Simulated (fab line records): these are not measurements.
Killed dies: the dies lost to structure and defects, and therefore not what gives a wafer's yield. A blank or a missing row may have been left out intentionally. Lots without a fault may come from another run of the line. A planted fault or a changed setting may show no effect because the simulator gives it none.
fab line records | flow n5-finfet
record: lots: 7 wafers: 21
route steps=1938 shown BEOL_M9@1411 BEOL_M10@1476 BEOL_M12@1609
start-h: the number of hours between the record's first day and the start of the first shown wafer of the lot | wait-h: how many hours have passed since the lot's step before this one | " same as the row above | L1.1+2: a single row standing in for several wafers | - either no value or no given start | * or withheld: withheld | < > ~ a bound
route shown NAME@n: NAME is a module with steps in the file, n the number in the route of the first one | usual: mean and standard deviation over wafers with no fault | same: alike in all rows | chamber/n: place in a boat | sites: per-site readings | _std_site: the standard deviation of these | _edge_site: inner sites' mean taken away from outer sites' mean | radius-mm: how far each site lies from the wafer's centre | mask NAME#n: copy n | behind: tool/chamber where the wafer was last shaped | hold: the reason the lot was held/the length of the hold in hours/how it ended | device: the n, p or np transistor that did not switch | end of line: tests run on the same wafers once the route is complete | a step with no rows: only its recipe | killed: the dies lost at the first sort to structure and to defects; this is not the yield of the wafer | map: shows each die of a wafer: x if killed, . if not, _ if none is there
set.NAME: setting as actually run; set.NAME@STEP: the setting as run at that earlier step | model.NAME: the simulator's own value behind a step, which no gauge read
lots with deliberately changed settings; one table per step, one row per wafer
== steps ==
step: N5_BEOL_M9_EXPOSE_08
recipe: mask-id: M9 na: 1.35 source-shape: dipole sigma-inner: 0.411 sigma-outer: 0.611 polarization: te dose-mj: 53.75
columns lot.wafer tool chamber start-h wait-h mask set.dose-mj
L074.2+3+5 arfi-scanner-02 0 247.16 - M9#0 53.75
L081.3+4 arfi-scanner-03 0 313.70 - M9#0 53.75
L081.5 " 0 " " M9#0 55.12
L084.1 arfi-scanner-02 0 322.43 - M9#0 51.42
L084.4+6 " 0 " " M9#0 53.75
L092.1+4 arfi-scanner-01 0 335.48 - M9#0 53.75
L092.3 " 0 " " M9#0 57.44
L088.2+6 arfi-scanner-01 0 350.74 - M9#0 53.75
L088.5 " 0 " " M9#0 57.77
L089.2+6 arfi-scanner-02 0 354.45 - M9#0 53.75
L089.5 " 0 " " M9#0 57.15
L093.1+5 arfi-scanner-03 0 363.74 - M9#0 53.75
L093.6 " 0 " " M9#0 55.6
step: N5_BEOL_M9_PEB_09
recipe: peb-temp-c: withheld peb-time-s: 60 resist: CAR-ArF
step: N5_BEOL_M9_DEVELOP_10
recipe: develop-time-s: 30 developer: TMAH resist: CAR-ArF rinse-liquid: diw dry: air-spin dev-temp-c: 23
step: N5_BEOL_M9_CD_MEAS_11
recipe: target-cd-nm: 64.1 landing-energy-ev: 500 detector: se-inlens polarity: opening
usual: cd-nm: 64.2/0.45
columns lot.wafer tool chamber start-h wait-h set.dose-mj@BEOL_M9_EXPOSE_08 cd-nm
L074.2 cd-sem-01 0 247.28 - 53.75 63.9
L074.3 " 0 " " 53.75 63.7
L074.5 " 0 " " 53.75 64.3
L081.3 cd-sem-01 0 313.81 - 53.75 64.5
L081.4 " 0 " " 53.75 63.7
L081.5 " 0 " " 55.12 65.8
L084.1 cd-sem-02 0 322.56 - 51.42 61.8
L084.4 " 0 " " 53.75 64.8
L084.6 " 0 " " 53.75 64.5
L092.1 cd-sem-02 0 335.60 - 53.75 64.4
L092.3 " 0 " " 57.44 68.4
L092.4 " 0 " " 53.75 64.1
L088.2 cd-sem-02 0 350.86 - 53.75 64.1
L088.5 " 0 " " 57.77 68.7
L088.6 " 0 " " 53.75 64.4
L089.2 cd-sem-01 0 354.58 - 53.75 64.2
L089.5 " 0 " " 57.15 67.1
L089.6 " 0 " " 53.75 63.9
L093.1 cd-sem-01 0 363.87 - 53.75 64.3
L093.5 " 0 " " 53.75 63.8
L093.6 " 0 " " 55.6 65.7
step: N5_BEOL_M9_DESCUM_16
recipe: chemistry: O2 time-s: 7.9 source-power-w: 50 bias-power-w: 20 pressure-mtorr: 20 rf-frequency-hz: 2.712e+07 temp-c: 40 resist: CAR-ArF o2-flow-sccm: 225
step: N5_BEOL_M9_ETCH_61
recipe: chemistry: CF4 target: SiARC target-depth-a: 390 mask-material: CAR-ArF time-s: 65 ion-energy-ev: 80 pressure-mtorr: 40 source-w: 545 bias-w: 36 Ar_flow_sccm: 100 cf4-flow-sccm: 100 ends: cleared
columns lot.wafer tool chamber start-h wait-h set.dose-mj@BEOL_M9_EXPOSE_08 model.BEOL_M9.cd-offset-nm
L074.2 rie-diel-03 3 247.40 0.0 53.75 0
L074.3 " 1 " " 53.75 -0.2
L074.5 " 1 " " 53.75 0.2
L081.3 rie-diel-01 0 313.93 0.0 53.75 0.6
L081.4 " 3 " " 53.75 0
L081.5 " 3 " " 55.12 1.6
L084.1 rie-diel-06 3 322.68 0.0 51.42 -2
L084.4 " 0 " " 53.75 0.4
L084.6 " 1 " " 53.75 0.2
L092.1 rie-diel-01 1 335.86 0.0 53.75 0.6
L092.3 " 2 " " 57.44 4.4
L092.4 " 0 " " 53.75 0.2
L088.2+6 rie-diel-01 1 351.42 0.0 53.75 0.2
L088.5 " 2 " " 57.77 4.8
L089.2+6 rie-diel-06 3 355.00 0.0 53.75 0
L089.5 " 2 " " 57.15 3.2
L093.1 rie-diel-06 1 363.99 0.0 53.75 -0.2
L093.5 " 0 " " 53.75 0
L093.6 " 1 " " 55.6 1.4
step: N5_BEOL_M9_ETCH_62
recipe: chemistry: N2/H2 target: SOC target-depth-a: 1100 overetch-a: 220 mask-material: SiARC temp-c: 40 time-s: 165 ion-energy-ev: 200 pressure-mtorr: 30 source-w: 840 bias-w: 150 n2-flow-sccm: 200 h2-flow-sccm: 200
columns lot.wafer tool chamber start-h wait-h set.dose-mj@BEOL_M9_EXPOSE_08 model.BEOL_M9.cd-offset-nm
L074.2+3 rie-diel-03 3,1 247.45 0.0 53.75 -0.2
L074.5 " 1 " " 53.75 0.4
L081.3 rie-diel-01 0 313.98 0.0 53.75 0.6
L081.4 " 3 " " 53.75 0.2
L081.5 " 3 " " 55.12 1.6
L084.1 rie-diel-06 3 322.73 0.0 51.42 -2
L084.4 " 0 " " 53.75 0.6
L084.6 " 1 " " 53.75 0.4
L092.1 rie-diel-01 1 335.91 0.0 53.75 0.6
L092.3 " 2 " " 57.44 4.2
L092.4 " 0 " " 53.75 0.2
L088.2 rie-diel-01 1 351.47 0.0 53.75 0
L088.5 " 2 " " 57.77 4.8
L088.6 " 1 " " 53.75 0.4
L089.2 rie-diel-06 3 355.05 0.0 53.75 0
L089.5 " 2 " " 57.15 3.2
L089.6 " 3 " " 53.75 -0.2
L093.1 rie-diel-06 1 364.04 0.0 53.75 -0.2
L093.5 " 0 " " 53.75 0.4
L093.6 " 1 " " 55.6 1.4
step: N5_BEOL_M9_STRIP_68
recipe: chemistry: N2/H2 temp-c: 40 n2-flow-sccm: 200 h2-flow-sccm: 200 rf-frequency-hz: 6e+07
step: N5_BEOL_M9_STRIP_67
recipe: chemistry: CF4 resist: SiARC power-w: 300 bias-power-w: 75 pressure-mtorr: 50 cf4-flow-sccm: 150 rf-frequency-hz: 6e+07
step: N5_BEOL_M9_HM_OPEN_17
recipe: chemistry: Cl2/BCl3 target-depth-a: 200 overetch-a: 60 target: TiN mask-material: SOC ion-energy-ev: 150 pressure-mtorr: 10 icp-w: 1000 bias-w: 126 Cl2_flow_sccm: 53.25 bcl3-flow-sccm: 21.75 Ar_flow_sccm: 25
columns lot.wafer tool chamber start-h wait-h set.dose-mj@BEOL_M9_EXPOSE_08 model.BEOL_M9.cd-offset-nm
L074.2 rie-metal-03 0 247.64 0.0 53.75 -0.2
L074.3 " 0 " " 53.75 0
L074.5 " 0 " " 53.75 0.4
L081.3 rie-metal-02 0 314.20 0.1 53.75 0.6
L081.4 " 1 " " 53.75 0.2
L081.5 " 0 " " 55.12 1.6
L084.1 rie-metal-03 1 322.92 0.0 51.42 -2
L084.4 " 0 " " 53.75 0.6
L084.6 " 1 " " 53.75 0.4
L092.1 rie-metal-03 1 336.10 0.0 53.75 0.6
L092.3 " 1 " " 57.44 4
L092.4 " 0 " " 53.75 0.2
L088.2 rie-metal-02 0 351.66 0.0 53.75 0.2
L088.5 " 1 " " 57.77 4.8
L088.6 " 0 " " 53.75 0.4
L089.2 rie-metal-03 0 355.24 0.0 53.75 0
L089.5 " 1 " " 57.15 3.2
L089.6 " 0 " " 53.75 -0.2
L093.1 rie-metal-02 0 364.23 0.0 53.75 -0.2
L093.5 " 0 " " 53.75 0.4
L093.6 " 1 " " 55.6 1.4
step: N5_BEOL_M9_STRIP_19
recipe: chemistry: O2 power-w: 400 temp-c: 40 pressure-mtorr: 30 rf-frequency-hz: 6e+07 bias-power-w: 0 overash-fraction: 0.2 o2-flow-sccm: 225
step: N5_BEOL_M9_CD_MEAS_18
recipe: pitch-nm: 140 target-cd-nm: 70
usual: cd-nm: 70.1/0.48
columns lot.wafer tool chamber start-h wait-h set.dose-mj@BEOL_M9_EXPOSE_08 cd-nm
L074.2 cd-sem-02 - 247.82 0.1 53.75 69.8
L074.3 " - " " 53.75 69.8
L074.5 " - " " 53.75 70.5
L081.3 cd-sem-02 - 314.35 0.1 53.75 70.7
L081.4 " - " " 53.75 70.0
L081.5 " - " " 55.12 71.6
L084.1 cd-sem-03 - 323.13 0.0 51.42 67.6
L084.4 " - " " 53.75 70.7
L084.6 " - " " 53.75 70.2
L092.1 cd-sem-02 - 336.53 0.0 53.75 70.6
L092.3 " - " " 57.44 74.0
L092.4 " - " " 53.75 70.0
L088.2 cd-sem-03 - 351.91 0.1 53.75 70.0
L088.5 " - " " 57.77 74.8
L088.6 " - " " 53.75 70.3
L089.2 cd-sem-02 - 355.42 0.1 53.75 69.9
L089.5 " - " " 57.15 73.0
L089.6 " - " " 53.75 70.0
L093.1 cd-sem-02 - 364.51 0.0 53.75 69.7
L093.5 " - " " 53.75 70.5
L093.6 " - " " 55.6 71.3
step: N5_BEOL_M9_COAT_63
recipe: resist: SOC temp-c: 250 time-s: 60 spin-rpm: 1500 resist-thk-nm: 60
step: N5_BEOL_M9_COAT_64
recipe: resist: SiARC temp-c: 220 time-s: 60 spin-rpm: 1500 resist-thk-nm: 12
step: N5_BEOL_M9_PRECLEAN_42
recipe: chemistry: residue-remover time-s: 60 temp-c: 40
step: N5_BEOL_M9_SRD_43
recipe: time-s: 30 temp-c: 23 rinse-liquid: diw dry: ipa-marangoni
step: N5_BEOL_M9_CD_MEAS_35
recipe: target-cd-nm: 70 target-cd-y-nm: 40 polarity: opening
usual: cd-nm: 70.1/0.44
columns lot.wafer tool chamber start-h wait-h set.dose-mj@BEOL_M9_EXPOSE_08 cd-nm
L074.2 cd-sem-01 - 248.95 0.0 53.75 69.8
L074.3 " - " " 53.75 69.8
L074.5 " - " " 53.75 70.5
L081.3 cd-sem-01 - 316.92 0.0 53.75 70.8
L081.4 " - " " 53.75 70.4
L081.5 " - " " 55.12 71.6
L084.1 cd-sem-03 - 327.55 0.0 51.42 67.9
L084.4 " - " " 53.75 71.1
L084.6 " - " " 53.75 70.4
L092.1 cd-sem-03 - 340.75 0.0 53.75 70.3
L092.3 " - " " 57.44 73.7
L092.4 " - " " 53.75 70.3
L088.2 cd-sem-03 - 353.78 0.0 53.75 69.9
L088.5 " - " " 57.77 74.9
L088.6 " - " " 53.75 70.4
L089.2 cd-sem-02 - 360.04 0.0 53.75 70.4
L089.5 " - " " 57.15 73.2
L089.6 " - " " 53.75 69.8
L093.1 cd-sem-01 - 370.10 0.0 53.75 70.1
L093.5 " - " " 53.75 70.2
L093.6 " - " " 55.6 71.4
step: N5_BEOL_M10_COAT_60
recipe: resist: SiARC temp-c: 220 time-s: 60 spin-rpm: 1500 resist-thk-nm: 30
columns lot.wafer tool chamber start-h wait-h set.spin-rpm model.SiARC_of_BEOL_M10_COAT_60.thk-nm
L074.2+3+5 litho-track-04 0 - - 1500 30
L081.3+5 litho-track-01 0 - - 1386 31.2
L081.4 " 0 " " 1500 30.2
L084.1+4 litho-track-01 0 - - 1500 30.2
L084.6 " 0 " " 1635 28.8
L092.1 litho-track-04 0 - - 1371 31.4
L092.3 " 0 " " 1371 31.6
L092.4 " 0 " " 1500 30
L088.2 litho-track-01 0 - - 1500 30
L088.5 " 0 " " 1610 29.2
L088.6 " 0 " " 1610 29
L089.2+5 litho-track-05 0 - - 1500 30
L089.6 " 0 " " 1583 29.2
L093.1 litho-track-04 0 - - 1500 30.2
L093.5+6 " 0 " " 1500 30
step: N5_BEOL_M10_DEVELOP_10
recipe: develop-time-s: 30 developer: TMAH resist: CAR-ArF rinse-liquid: diw dry: air-spin dev-temp-c: 23
columns lot.wafer tool chamber start-h wait-h set.develop-time-s
L074.2+3+5 litho-track-04 0 - - 30
L081.3 litho-track-04 0 - - 26.38
L081.4+5 " 0 " " 30
L084.1+6 litho-track-05 0 - - 30
L084.4 " 0 " " 32.18
L092.1 litho-track-01 0 - - 34.67
L092.3+4 " 0 " " 30
L088.2+5 litho-track-01 0 - - 25.85
L088.6 " 0 " " 30
L089.2 litho-track-04 0 - - 23.68
L089.5+6 " 0 " " 30
L093.1 litho-track-04 0 - - 25.75
L093.5+6 " 0 " " 30
step: N5_BEOL_M10_DESCUM_16
recipe: chemistry: O2 time-s: 7.9 source-power-w: 50 bias-power-w: 20 pressure-mtorr: 20 rf-frequency-hz: 2.712e+07 temp-c: 40 resist: CAR-ArF o2-flow-sccm: 225
step: N5_BEOL_M10_ETCH_61
recipe: chemistry: CF4 target: SiARC target-depth-a: 390 mask-material: CAR-ArF time-s: 65 ion-energy-ev: 80 pressure-mtorr: 40 source-w: 545 bias-w: 36 Ar_flow_sccm: 100 cf4-flow-sccm: 100 ends: cleared
usual: etch-rf-on-time-s: 64.9/0.92
columns lot.wafer tool chamber start-h wait-h set.spin-rpm@BEOL_M10_COAT_60 etch-rf-on-time-s model.etch.depth-nm model.CAR-ArF_of_BEOL_M10_COAT_05.thk-nm
L074.2 rie-diel-04 1 255.69 0.0 1500 66.6 30.07 55.6
L074.3 " 3 " " 1500 66.1 30.06 55.6
L074.5 " 2 " " 1500 64.9 30.02 55.4
L081.3 rie-diel-02 1 321.81 0.0 1386 67.5 31.28 54.8
L081.4 " 3 " " 1500 64.0 30.13 56
L081.5 " 1 " " 1386 67.0 31.27 54.6
L084.1 rie-diel-05 1 332.08 0.0 1500 64.8 30.12 55.8
L084.4 " 3 " " 1500 66.4 30.18 55.8
L084.6 " 1 " " 1635 62.1 28.87 57
L092.1 rie-diel-05 1 345.08 0.0 1371 67.4 31.46 54.4
L092.3 " 3 " " 1371 69.1 31.53 54.4
L092.4 " 3 " " 1500 65.7 30.09 55.6
L088.2 rie-diel-04 1 359.17 0.0 1500 65.0 30.07 56.2
L088.5 " 3 " " 1610 61.5 29.1 57.2
L088.6 " 2 " " 1610 62.9 29.07 57
L089.2 rie-diel-05 3 370.28 0.0 1500 66.7 30.04 56.2
L089.5 " 1 " " 1500 64.6 29.97 56.2
L089.6 " 2 " " 1583 61.3 29.19 56.6
L093.1 rie-diel-05 3 375.49 0.0 1500 66.2 30.1 55.8
L093.5 " 0 " " 1500 64.9 30.08 56
L093.6 " 1 " " 1500 64.7 30.06 55.6
step: N5_BEOL_M10_VIA_ETCH_34
recipe: chemistry: C4F6/O2 target: SiCOH_lowk target-depth-a: 1845 mask-material: SOC taper-deg: 4 time-s: 69.2 ion-energy-ev: 250 pressure-mtorr: 30 source-w: 345 bias-w: 185 Ar_flow_sccm: 300 C4F6_flow_sccm: 10 O2_flow_sccm: 10
columns lot.wafer tool chamber start-h wait-h set.time-s model.etch.depth-nm model.SOC_of_BEOL_M10_COAT_63.thk-nm
L074.2 rie-diel-02 2 257.97 0.0 69.2 184.9 92.4
L074.3 " 0 " " 69.2 184.7 92.2
L074.5 " 2 " " 69.2 183.7 92.4
L081.3 rie-diel-04 1 322.94 0.0 69.2 184.6 92.4
L081.4 " 0 " " 69.2 187.8 92.2
L081.5 " 0 " " 81.19 218.5 90.6
L084.1 rie-diel-04 1 334.87 0.0 69.2 185.2 92.4
L084.4 " 2 " " 69.2 183.6 92.6
L084.6 " 0 " " 69.2 188.1 92.2
L092.1 rie-diel-05 0 346.40 0.0 59.2 157 92.8
L092.3 " 3 " " 59.2 153.3 93.4
L092.4 " 1 " " 69.2 184.2 92
L088.2 rie-diel-05 2 360.43 0.0 69.2 188.8 91.6
L088.5 " 0 " " 69.2 183.8 92.2
L088.6 " 3 " " 65.1 170.6 93
L089.2 rie-diel-04 0 371.28 0.0 79.87 216.6 90.6
L089.5 " 0 " " 69.2 188 91.8
L089.6 " 3 " " 69.2 186.8 92
L093.1 rie-diel-05 2 378.84 0.0 64.08 173.1 92.2
L093.5 " 0 " " 69.2 182.2 92
L093.6 " 1 " " 64.08 170.5 92.4
step: N5_BEOL_M10_TRENCH_ETCH_37
recipe: chemistry: C4F6/O2 target-depth-a: 1488.3 target: SiCOH_lowk time-s: 48 ion-energy-ev: 250 pressure-mtorr: 30 source-w: 345 bias-w: 185 Ar_flow_sccm: 300 C4F6_flow_sccm: 10 O2_flow_sccm: 10
usual: rf-vpp-V: 666/5.7
columns lot.wafer tool chamber start-h wait-h set.source-w rf-vpp-V
L074.2 rie-diel-02 2 - - 345 674
L074.3 " 0 " " 345 672
L074.5 " 2 " " 345 673
L081.3 rie-diel-04 1 - - 345 672
L081.4 " 0 " " 363.2 649
L081.5 " 0 " " 363.2 646
L084.1 rie-diel-04 1 - - 345 672
L084.4 " 2 " " 345 667
L084.6 " 0 " " 345 664
L092.1 rie-diel-05 0 - - 345 663
L092.3 " 3 " " 345 666
L092.4 " 1 " " 345 672
L088.2 rie-diel-05 2 - - 313.1 698
L088.5 " 0 " " 345 663
L088.6 " 3 " " 345 664
L089.2 rie-diel-04 0 - - 345 665
L089.5 " 0 " " 307 706
L089.6 " 3 " " 345 652
L093.1 rie-diel-05 2 - - 345 664
L093.5 " 0 " " 368.5 641
L093.6 " 1 " " 368.5 648
step: N5_BEOL_M12_PEB_08
recipe: peb-temp-c: 130 peb-time-s: 90
columns lot.wafer tool chamber start-h wait-h set.peb-time-s
L074.2+3+5 litho-track-02 0 269.62 0.0 90
L081.3+4 litho-track-04 0 335.36 0.0 90
L081.5 " 0 " " 104.6
L084.1 litho-track-04 0 345.72 0.1 90
L084.4+6 " 0 " " 76.82
L092.1+4 litho-track-02 0 358.41 0.1 102.2
L092.3 " 0 " " 90
L088.2 litho-track-05 0 375.56 0.0 104.4
L088.5+6 " 0 " " 90
L089.2+6 litho-track-02 0 382.34 0.0 82.65
L089.5 " 0 " " 90
L093.1+5 litho-track-04 0 392.69 0.1 80.47
L093.6 " 0 " " 90
step: N5_BEOL_M12_DEVELOP_09
recipe: develop-time-s: 45 rinse-liquid: diw dry: air-spin dev-temp-c: 21
step: N5_BEOL_M12_HARDBAKE_14
recipe: temp-c: 130 time-s: 120
step: N5_BEOL_M12_CD_MEAS_10
recipe: target-cd-nm: 140 landing-energy-ev: 500 detector: se-inlens polarity: opening
usual: cd-nm: 140.6/1.4
columns lot.wafer tool chamber start-h wait-h set.peb-time-s@BEOL_M12_PEB_08 cd-nm
L074.2 cd-sem-02 0 269.74 - 90 142.6
L074.3 " 0 " " 90 140.8
L074.5 " 0 " " 90 143.7
L081.3 cd-sem-01 0 335.48 - 90 139.6
L081.4 " 0 " " 90 139.0
L081.5 " 0 " " 104.6 143.5
L084.1 cd-sem-02 0 345.83 - 90 140.2
L084.4 " 0 " " 76.82 134.6
L084.6 " 0 " " 76.82 136.4
L092.1 cd-sem-02 0 358.52 - 102.2 142.0
L092.3 " 0 " " 90 141.6
L092.4 " 0 " " 102.2 144.7
L088.2 cd-sem-02 0 375.67 - 104.4 145.4
L088.5 " 0 " " 90 140.3
L088.6 " 0 " " 90 140.8
L089.2 cd-sem-02 0 382.45 - 82.65 141.5
L089.5 " 0 " " 90 142.1
L089.6 " 0 " " 82.65 138.5
L093.1 cd-sem-03 0 392.81 - 80.47 137.9
L093.5 " 0 " " 80.47 136.4
L093.6 " 0 " " 90 139.8
step: N5_BEOL_M12_TRENCH_ETCH_34
recipe: chemistry: C4F8/O2/Ar target: SiOC target-depth-a: 3189.5 mask-material: SOC pressure-mtorr: 30 source-w: 3000 bias-w: 700 Ar_flow_sccm: 400 C4F8_flow_sccm: 15 O2_flow_sccm: 8 he-inner-torr: 15 he-outer-torr: 30 time-s: 125.5 ion-energy-ev: 250
columns lot.wafer tool chamber start-h wait-h set.time-s model.etch.depth-nm
L074.2 rie-diel-04 0 271.16 0.0 125.5 323.2
L074.3 " 2 " " 125.5 314.9
L074.5 " 3 " " 125.5 311.1
L081.3 rie-diel-04 1 336.84 0.0 117.1 298.6
L081.4 " 0 " " 125.5 326.1
L081.5 " 0 " " 117.1 303.9
L084.1 rie-diel-04 0 347.29 0.0 125.5 323.1
L084.4 " 3 " " 125.5 322.1
L084.6 " 0 " " 125.5 324
L092.1 rie-diel-05 0 360.08 0.0 101.9 259.5
L092.3 " 1 " " 101.9 258.7
L092.4 " 3 " " 101.9 253.4
L088.2 rie-diel-02 1 377.30 0.0 150.5 375.5
L088.5 " 3 " " 125.5 319.3
L088.6 " 1 " " 125.5 314.3
L089.2 rie-diel-05 1 383.86 0.0 125.5 320.6
L089.5 " 1 " " 125.5 321.6
L089.6 " 2 " " 125.5 325.5
L093.1 rie-diel-05 2 394.29 0.0 125.5 322.3
L093.5 " 1 " " 125.5 319.7
L093.6 " 2 " " 114.3 295.7
step: N5_BEOL_M12_STRIP_70
recipe: chemistry: C4F8/O2/Ar resist: SiARC rf-frequency-hz: 6e+07
step: N5_BEOL_M12_OCD_MEAS_35
usual: trench-depth-nm: 319/4.5
columns lot.wafer tool chamber start-h wait-h set.time-s@BEOL_M12_TRENCH_ETCH_34 trench-depth-nm
L074.2 ocd-01 - 271.31 0.0 125.5 323
L074.3 " - " " 125.5 315
L074.5 " - " " 125.5 311
L081.3 ocd-01 - 336.99 0.0 117.1 299
L081.4 " - " " 125.5 326
L081.5 " - " " 117.1 305
L084.1 ocd-02 - 347.44 0.0 125.5 323
L084.4 " - " " 125.5 323
L084.6 " - " " 125.5 324
L092.1 ocd-01 - 360.23 0.0 101.9 260
L092.3 " - " " 101.9 259
L092.4 " - " " 101.9 253
L088.2 ocd-01 - 377.45 0.0 150.5 376
L088.5 " - " " 125.5 319
L088.6 " - " " 125.5 314
L089.2 ocd-01 - 384.02 0.0 125.5 321
L089.5 " - " " 125.5 321
L089.6 " - " " 125.5 325
L093.1 ocd-02 - 394.44 0.0 125.5 322
L093.5 " - " " 125.5 320
L093.6 " - " " 114.3 295
== key ==
split: step: N5_BEOL_M9_EXPOSE_08 setting: dose-mj stated: 53.75 by: wafer
response: step: N5_BEOL_M9_CD_MEAS_11 reading: cd-nm change: +0.574 per: 1% r: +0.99
response: step: N5_BEOL_M9_ETCH_61 reading: model.BEOL_M9.cd-offset-nm change: +0.558 per: 1% r: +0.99
response: step: N5_BEOL_M9_ETCH_62 reading: model.BEOL_M9.cd-offset-nm change: +0.553 per: 1% r: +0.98
response: step: N5_BEOL_M9_HM_OPEN_17 reading: model.BEOL_M9.cd-offset-nm change: +0.542 per: 1% r: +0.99
response: step: N5_BEOL_M9_CD_MEAS_18 reading: cd-nm change: +0.549 per: 1% r: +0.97
response: step: N5_BEOL_M9_CD_MEAS_35 reading: cd-nm change: +0.541 per: 1% r: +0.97
split: step: N5_BEOL_M10_COAT_60 setting: spin-rpm stated: 1500 by: wafer
response: step: N5_BEOL_M10_COAT_60 reading: model.SiARC_of_BEOL_M10_COAT_60.thk-nm change: -0.149 per: 1% r: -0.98
response: step: N5_BEOL_M10_ETCH_61 reading: etch-rf-on-time-s change: * per: 1% r: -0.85
response: step: N5_BEOL_M10_ETCH_61 reading: model.etch.depth-nm change: -0.148 per: 1% r: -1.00
response: step: N5_BEOL_M10_ETCH_61 reading: model.CAR-ArF_of_BEOL_M10_COAT_05.thk-nm change: +0.134 per: 1% r: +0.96
split: step: N5_BEOL_M10_DEVELOP_10 setting: develop-time-s stated: 30 by: wafer
response none clear
split: step: N5_BEOL_M10_VIA_ETCH_34 setting: time-s stated: 69.2 by: wafer
response: step: N5_BEOL_M10_VIA_ETCH_34 reading: model.etch.depth-nm change: +1.91 per: 1% r: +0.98
response: step: N5_BEOL_M10_VIA_ETCH_34 reading: model.SOC_of_BEOL_M10_COAT_63.thk-nm change: -0.0886 per: 1% r: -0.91
split: step: N5_BEOL_M10_TRENCH_ETCH_37 setting: source-w stated: 345 by: wafer
response: step: N5_BEOL_M10_TRENCH_ETCH_37 reading: rf-vpp-V change: -3.92 per: 1% r: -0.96
split: step: N5_BEOL_M12_PEB_08 setting: peb-time-s stated: 90 by: wafer
response: step: N5_BEOL_M12_CD_MEAS_10 reading: cd-nm change: +0.259 per: 1% r: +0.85
split: step: N5_BEOL_M12_TRENCH_ETCH_34 setting: time-s stated: 125.5 by: wafer
response: step: N5_BEOL_M12_TRENCH_ETCH_34 reading: model.etch.depth-nm change: +3 per: 1% r: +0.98
response: step: N5_BEOL_M12_OCD_MEAS_35 reading: trench-depth-nm change: +3 per: 1% r: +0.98
